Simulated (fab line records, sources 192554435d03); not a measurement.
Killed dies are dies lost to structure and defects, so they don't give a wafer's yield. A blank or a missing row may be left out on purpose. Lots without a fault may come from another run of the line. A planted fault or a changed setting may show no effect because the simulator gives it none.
Which tool did it? | flow n5_finfet | 10 lots, 27 wafers sampled, at 5 steps of a route of 1938

WHAT THE GAUGES READ, wafer by wafer
N5_START_INSPECT_01: inspects for defects (unpatterned scan). Usual: raw_defect_count 5.9, standard deviation 2.7.
lot  | measured    | on                | raw_defect_count | flag
L885 | day 1 12:02 | defect_inspect-02 | 2 2 11           |
L887 | day 2 00:02 | defect_inspect-01 | 3 4 7            |
L889 | day 2 12:02 | defect_inspect-01 | 8 2 9            |
L890 | day 2 18:02 | defect_inspect-02 | 7 5 6            |
L897 | day 4 12:02 | defect_inspect-01 | 7 5 10           |
L899 | day 5 00:02 | defect_inspect-01 | 13 4             |
L901 | day 5 12:02 | defect_inspect-02 | 5 14             |
L905 | day 6 12:02 | defect_inspect-01 | 0 11 8           |
L906 | day 6 18:02 | defect_inspect-01 | 7 8              |
L907 | day 7 00:02 | defect_inspect-02 | 6 1 9            |

N5_FIN_SAQP_THK_MEAS_05. Usual: thk_nm 38.1 nm, standard deviation 0.5.
lot  | measured    | on            | thk_nm (nm)    | flag
L885 | day 1 20:58 | film_metro-01 | 38.2 38.6 37.7 |
L887 | day 2 08:52 | film_metro-02 | 38.1 38.1 39.0 |
L889 | day 2 20:47 | film_metro-01 | 38.1 37.6 38.4 |
L890 | day 3 02:44 | film_metro-02 | 37.9 38.7 38.1 |
L897 | day 4 21:53 | film_metro-02 | 38.3 38.8 38.8 |
L899 | day 5 10:14 | film_metro-01 | 38.1 38.1      |
L901 | day 5 22:07 | film_metro-01 | 38.1 38.6      |
L905 | day 6 21:44 | film_metro-02 | 38.5 38.1 38.5 |
L906 | day 7 03:25 | film_metro-02 | 38.0 37.1      |
L907 | day 7 09:39 | film_metro-02 | 37.4 37.0 37.7 |

N5_BEOL_M4_RC_MEAS_101. Usual: CJ_N 4.33, standard deviation 0.074; CJ_P 5.81, standard deviation 0.2; DIBL_N 36.5 mV/V, standard deviation 1.8; DIBL_P 36.5 mV/V, standard deviation 2.1; IOFF_N 0.17 nA/um, standard deviation 0.031; IOFF_N_85C 3.3 nA/um, standard deviation 0.51; IOFF_N_LIN 0.078 nA/um, standard deviation 0.012; IOFF_P 0.22 nA/um, standard deviation 0.036; IOFF_P_85C 3.7 nA/um, standard deviation 0.53; IOFF_P_LIN 0.102 nA/um, standard deviation 0.014; ION_N 677 uA/um, standard deviation 11; ION_P 463 uA/um, standard deviation 8; RS_NWELL 1038 ohm/sq, standard deviation 6.6; RS_PWELL 3003 ohm/sq, standard deviation 24; SS_N 71.6 mV/dec, standard deviation 0.61; SS_P 73.3 mV/dec, standard deviation 0.63; VT_N 249 mV, standard deviation 3.1; VT_P -250 mV, standard deviation 3.3.
lot  | measured     | on        | CJ_N           | CJ_P           | DIBL_N (mV/V)  | DIBL_P (mV/V)  | IOFF_N (nA/um)  | IOFF_N_85C (nA/um) | IOFF_N_LIN (nA/um) | IOFF_P (nA/um) | IOFF_P_85C (nA/um) | IOFF_P_LIN (nA/um) | ION_N (uA/um) | ION_P (uA/um) | RS_NWELL (ohm/sq) | RS_PWELL (ohm/sq) | SS_N (mV/dec)    | SS_P (mV/dec)  | VT_N (mV)   | VT_P (mV)      | flag
L885 | day 7 22:33  | prober-02 | 4.49 4.38 4.48 | 5.60 5.79 5.72 | 33.8 35.2 33.9 | 32.6 34.7 32.7 | 0.12 0.15 0.13  | 2.4 3.0 2.5        | 0.058 0.074 0.062  | 0.15 0.20 0.16 | 2.8 3.5 2.9        | 0.077 0.097 0.081  | 655 672 659   | 446 457 447   | 1047 1039 1047    | 3025 3044 3030    | 71.0 71.0 70.7   | 72.9 73.3 71.9 | 253 248 253 | -257 -250 -255 |
L887 | day 8 12:54  | prober-01 | 4.44 4.33 4.35 | 5.68 5.44 5.46 | 34.9 37.1 34.9 | 36.3 39.6 36.8 | 0.16 0.19 0.16  | 3.1 3.6 3.0        | 0.073 0.086 0.072  | 0.17 0.23 0.18 | 3.1 3.9 3.3        | 0.085 0.105 0.089  | 684 679 673   | 455 464 457   | 1046 1041 1039    | 3007 3000 3007    | 71.6 71.9 71.8   | 73.8 74.0 72.7 | 249 246 249 | -252 -251 -255 |
L889 | day 8 21:28  | prober-01 | 4.41 4.25 4.26 | 5.40 5.94 5.52 | 37.0 38.6 36.6 | 36.2 39.5 36.2 | 0.16 0.19 0.15  | 3.2 3.6 2.9        | 0.077 0.087 0.071  | 0.20 0.25 0.20 | 3.6 4.4 3.6        | 0.098 0.116 0.099  | 671 691 676   | 458 474 469   | 1037 1045 1033    | 3007 3020 2993    | 71.6 71.3 70.8   | 73.5 74.3 73.4 | 247 247 249 | -251 -247 -248 |
L890 | day 9 10:14  | prober-01 | 4.40 4.29 4.32 | 5.64 6.18 6.12 | 38.5 34.7 36.1 | 38.5 34.7 35.5 | 0.21 0.14 0.15  | 3.9 2.8 2.9        | 0.091 0.067 0.069  | 0.26 0.20 0.20 | 4.4 3.5 3.6        | 0.121 0.099 0.102  | 694 681 679   | 476 468 469   | 1030 1031 1028    | 2997 3030 3026    | 72.0 71.0 71.7   | 73.7 72.8 73.1 | 242 250 250 | -245 -248 -249 |
L897 | day 11 03:25 | prober-01 | 4.33 2.50 2.51 | 5.49 2.22 2.20 | 36.8 86.3 61.9 | 35.4 52.5 45.8 | 0.17 12.93 3.37 | 3.3 123.8 40.0     | 0.078 0.509 0.241  | 0.22 1.90 1.03 | 3.8 22.9 13.6      | 0.106 0.254 0.191  | 663 694 691   | 456 469 470   | 1042 944 944      | 3054 2210 2194    | 71.9 127.5 105.8 | 73.8 90.3 85.2 | 250 240 243 | -248 -243 -244 | OFF
L899 | day 11 13:05 | prober-01 | 2.49 4.23      | 2.19 5.73      | 55.1 35.0      | 46.9 35.1      | 2.04 0.14       | 26.5 2.9           | 0.204 0.070        | 0.78 0.21      | 10.7 3.5           | 0.192 0.105        | 696 684       | 475 471       | 936 1028          | 2140 2939         | 92.7 71.4        | 80.6 72.9      | 242 249     | -243 -249      | OFF
L901 | day 12 07:55 | prober-01 | 2.50 4.13      | 2.22 6.16      | 57.8 38.1      | 42.1 38.7      | 2.00 0.18       | 26.5 3.6           | 0.174 0.084        | 0.43 0.23      | 6.7 4.0            | 0.130 0.106        | 685 690       | 472 463       | 947 1040          | 2189 3018         | 97.9 71.9        | 77.5 73.2      | 245 249     | -247 -249      | OFF
L905 | day 13 18:14 | prober-01 | 4.33 4.34 4.31 | 5.89 5.78 5.76 | 35.3 34.3 34.7 | 37.2 35.6 36.1 | 0.15 0.13 0.14  | 2.9 2.7 2.8        | 0.072 0.065 0.067  | 0.20 0.18 0.19 | 3.6 3.2 3.5        | 0.097 0.089 0.094  | 679 677 675   | 467 464 465   | 1036 1031 1037    | 3028 3029 3032    | 70.5 71.4 71.3   | 73.8 73.4 73.8 | 250 251 250 | -252 -252 -250 |
L906 | day 13 21:04 | prober-02 | 4.38 4.25      | 5.86 5.72      | 33.1 36.2      | 32.2 36.9      | 0.11 0.17       | 2.4 3.2            | 0.057 0.076        | 0.17 0.22      | 3.0 3.8            | 0.087 0.105        | 649 664       | 458 463       | 1031 1029         | 2972 2963         | 70.5 72.0        | 72.9 72.4      | 253 251     | -252 -249      |
L907 | day 14 00:46 | prober-02 | 4.44 4.34 4.34 | 5.96 5.99 5.97 | 36.9 38.9 35.3 | 37.0 39.9 35.8 | 0.17 0.21 0.16  | 3.3 4.0 3.1        | 0.077 0.093 0.074  | 0.25 0.29 0.22 | 4.2 4.8 3.8        | 0.115 0.131 0.107  | 673 687 683   | 465 476 472   | 1039 1053 1047    | 3013 3007 2982    | 71.8 72.7 71.2   | 73.1 73.8 72.8 | 247 247 250 | -246 -243 -248 |

WHICH TOOL RAN EACH LOT (tool, then ch and the chambers of the sampled wafers, then the start)
lot  | N5_ZERO_LAYER_ETCH_17             | N5_WELL_APT_EPI_41
L885 | rie_diel-02 ch 1,2,3, day 1 12:51 | epi_rpcvd-02 ch 0, day 1 16:32
L887 | rie_diel-01 ch 0,1,2, day 2 00:52 | epi_rpcvd-02 ch 0, day 2 04:32
L889 | rie_diel-06 ch 0,2,3, day 2 12:56 | epi_rpcvd-03 ch 0, day 2 16:23
L890 | rie_diel-02 ch 1,2,3, day 2 18:43 | epi_rpcvd-02 ch 0, day 2 22:05
L897 | rie_diel-02 ch 0,2,3, day 4 12:51 | epi_rpcvd-02 ch 0, day 4 16:09
L899 | rie_diel-01 ch 1,2, day 5 00:50   | epi_rpcvd-02 ch 0, day 5 04:23
L901 | rie_diel-02 ch 1,3, day 5 13:27   | epi_rpcvd-02 ch 0, day 5 17:37
L905 | rie_diel-06 ch 0,1,2, day 6 12:50 | epi_rpcvd-03 ch 0, day 6 16:05
L906 | rie_diel-01 ch 2,3, day 6 18:44   | epi_rpcvd-01 ch 0, day 6 22:05
L907 | rie_diel-02 ch 0,1,3, day 7 00:43 | epi_rpcvd-01 ch 0, day 7 04:13
- N5_ZERO_LAYER_ETCH_17: etches SiO2 in CF4, target depth 12 nm, time 13.3 s.
- N5_WELL_APT_EPI_41: deposits Si from SiH4/H2, target thk 50 nm, time 297.7 s.

WHAT THE TOOLS THEMSELVES READ (means of the sampled wafers that have a number; where no wafer has one, the mark that the record gives instead)
N5_ZERO_LAYER_ETCH_17. Usual: drypump_motor_current_A 5.7 A, standard deviation 0.4; oes_product_au 0.77 a.u., standard deviation 0.078; rf_vpp_V 949 V, standard deviation 4.1; showerhead_plenum_p_Torr 2.15 Torr, standard deviation 0.066; throttle_valve_pct 15.65 %, standard deviation 0.24.
lot  | tool        | drypump_motor_current_A (A) | oes_product_au (a.u.) | rf_vpp_V (V) | showerhead_plenum_p_Torr (Torr) | throttle_valve_pct (%) | flag
L885 | rie_diel-02 | 5.8                         | 0.76                  | 950          | 2.14                            | 15.52                  |
L887 | rie_diel-01 | 5.8                         | 0.77                  | 948          | 2.15                            | 15.68                  |
L889 | rie_diel-06 | 5.5                         | 0.72                  | 952          | 2.18                            | 15.79                  |
L890 | rie_diel-02 | 5.8                         | 0.75                  | 950          | 2.14                            | 15.54                  |
L897 | rie_diel-02 | 6.0                         | 0.71                  | 948          | 2.13                            | 15.84                  |
L899 | rie_diel-01 | 6.0                         | 0.83                  | 948          | 2.12                            | 15.43                  |
L901 | rie_diel-02 | 5.8                         | 0.73                  | 945          | 2.09                            | 15.52                  |
L905 | rie_diel-06 | 5.5                         | 0.70                  | 950          | 2.15                            | 15.75                  |
L906 | rie_diel-01 | 5.8                         | 0.79                  | 952          | 2.20                            | 15.50                  |
L907 | rie_diel-02 | 5.8                         | 0.72                  | 944          | 2.07                            | 15.74                  |

N5_WELL_APT_EPI_41. Usual: run_length_s 357.5 s, standard deviation 2.5; throttle_valve_pct 11.14 %, standard deviation 0.15.
lot  | tool         | run_length_s (s) | throttle_valve_pct (%) | flag
L885 | epi_rpcvd-02 | 356.7            | 11.22                  |
L887 | epi_rpcvd-02 | 356.5            | 11.11                  |
L889 | epi_rpcvd-03 | 356.6            | 11.13                  |
L890 | epi_rpcvd-02 | 357.2            | 11.19                  |
L897 | epi_rpcvd-02 | 521.1            | 11.19                  | OFF
L899 | epi_rpcvd-02 | 479.7            | 10.95                  | OFF
L901 | epi_rpcvd-02 | 479.9            | 10.94                  | OFF
L905 | epi_rpcvd-03 | 363.7            | 10.97                  |
L906 | epi_rpcvd-01 | 355.6            | 11.32                  |
L907 | epi_rpcvd-01 | 355.8            | 11.16                  |

THE ANSWER, worked out from the rows above alone
Rule: a lot is off if the mean of its wafers that have a number lies more than 3 standard deviations from the usual mean. A lot without any number at a reading at which 4 lots or more have one is off too. The other lots that the step has rows for count as sound. The gauges are gone through in route order, then the tools' own readings, and for those a lot's mean is taken as printed above. The first step at which some lot is off is used, and at that step the reading that is off furthest; a lot without a number counts as furthest.
Off: L897, L899, L901, at N5_BEOL_M4_RC_MEAS_101 (IOFF_N).
A tool fits if, at a process step before that reading, it ran every lot that is off, and no sound lot after the first of them. The gauges at N5_BEOL_M4_RC_MEAS_101 aren't tried: what is off there is off at N5_WELL_APT_EPI_41 too, on other tools, and a gauge's error can't cause that. One fits: epi_rpcvd-02 at N5_WELL_APT_EPI_41. Its last sound lot is L890 (day 2 22:05), its first lot that is off L897 (day 4 16:09): a fault that began between those two fits.
The tool's own readings at N5_WELL_APT_EPI_41 bear it out: on the lots that are off they differ by more than 5 times the standard deviation of the sound lots' means. run_length_s reads 493.6 s there against 357.4 s on the sound lots.

WHAT THE SIMULATOR HAD PUT IN
Process parameter drift: epi_rpcvd-02, from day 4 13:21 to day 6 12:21, at N5_WELL_APT_EPI_41. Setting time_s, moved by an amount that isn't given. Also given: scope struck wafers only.
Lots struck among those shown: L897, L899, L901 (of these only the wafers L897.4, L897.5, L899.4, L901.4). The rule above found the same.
